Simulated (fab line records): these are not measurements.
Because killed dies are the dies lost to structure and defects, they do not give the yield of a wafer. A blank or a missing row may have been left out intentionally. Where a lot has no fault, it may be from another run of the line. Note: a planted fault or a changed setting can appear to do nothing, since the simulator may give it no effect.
Matching of chambers || flow n5-finfet || 4 sister chambers for N5_BEOL_M4_ETCH_74 on rie-diel-06
The step etches underlayer in N2/H2, target depth 6.5 nm, time 5.2 s. 4 wafers are shown with their chamber, then 11 later ones without.

## EACH WAFER AND ITS CHAMBER
{"wafer": "L080.6", "chamber": 2, "drypump-motor-current-A (A)": 5.65}
{"wafer": "L092.4", "chamber": 0, "drypump-motor-current-A (A)": 5.57}
{"wafer": "L092.5", "chamber": 1, "drypump-motor-current-A (A)": 5.94}
{"wafer": "L091.1", "chamber": 3, "drypump-motor-current-A (A)": 6.07}

## WAFERS WITHOUT THEIR CHAMBER
{"wafer": "L091.2", "drypump-motor-current-A (A)": 5.93}
{"wafer": "L091.6", "drypump-motor-current-A (A)": 6.05}
{"wafer": "L093.2", "drypump-motor-current-A (A)": 5.93}
{"wafer": "L093.4", "drypump-motor-current-A (A)": 5.56}
{"wafer": "L093.5", "drypump-motor-current-A (A)": 5.59}
{"wafer": "L096.1", "drypump-motor-current-A (A)": 6.08}
{"wafer": "L096.2", "drypump-motor-current-A (A)": 5.94}
{"wafer": "L096.3", "drypump-motor-current-A (A)": 5.57}
{"wafer": "L097.1", "drypump-motor-current-A (A)": 6.08}
{"wafer": "L097.2", "drypump-motor-current-A (A)": 5.67}
{"wafer": "L097.6", "drypump-motor-current-A (A)": 5.93}

## EACH ONE'S CHAMBER
{"wafer": "L091.2", "from the rows above": 1, "in truth": 1}
{"wafer": "L091.6", "from the rows above": 3, "in truth": 3}
{"wafer": "L093.2", "from the rows above": 1, "in truth": 1}
{"wafer": "L093.4", "from the rows above": 0, "in truth": 0}
{"wafer": "L093.5", "from the rows above": 0, "in truth": 0}
{"wafer": "L096.1", "from the rows above": 3, "in truth": 3}
{"wafer": "L096.2", "from the rows above": 1, "in truth": 1}
{"wafer": "L096.3", "from the rows above": 0, "in truth": 0}
{"wafer": "L097.1", "from the rows above": 3, "in truth": 3}
{"wafer": "L097.2", "from the rows above": 2, "in truth": 2}
{"wafer": "L097.6", "from the rows above": 1, "in truth": 1}
Correct placement for 11 of the 11. Can't be placed from these rows: 0. Placed wrongly: 0.
How it was worked out, from the rows above alone: a wafer's distance from a chamber is the root of the sum, over the readings, of the square of ((its reading less the chamber's mean) divided by the reading's scatter). If the next closest chamber is less than 2 further off than the closest, the wafer can't be placed; otherwise it belongs to the closest. The mean given for a chamber averages the wafers shown for that chamber. The scatter (one wafer shown for each chamber): square how far every hidden wafer sits from the nearest shown wafer, average those squares and take the square root.
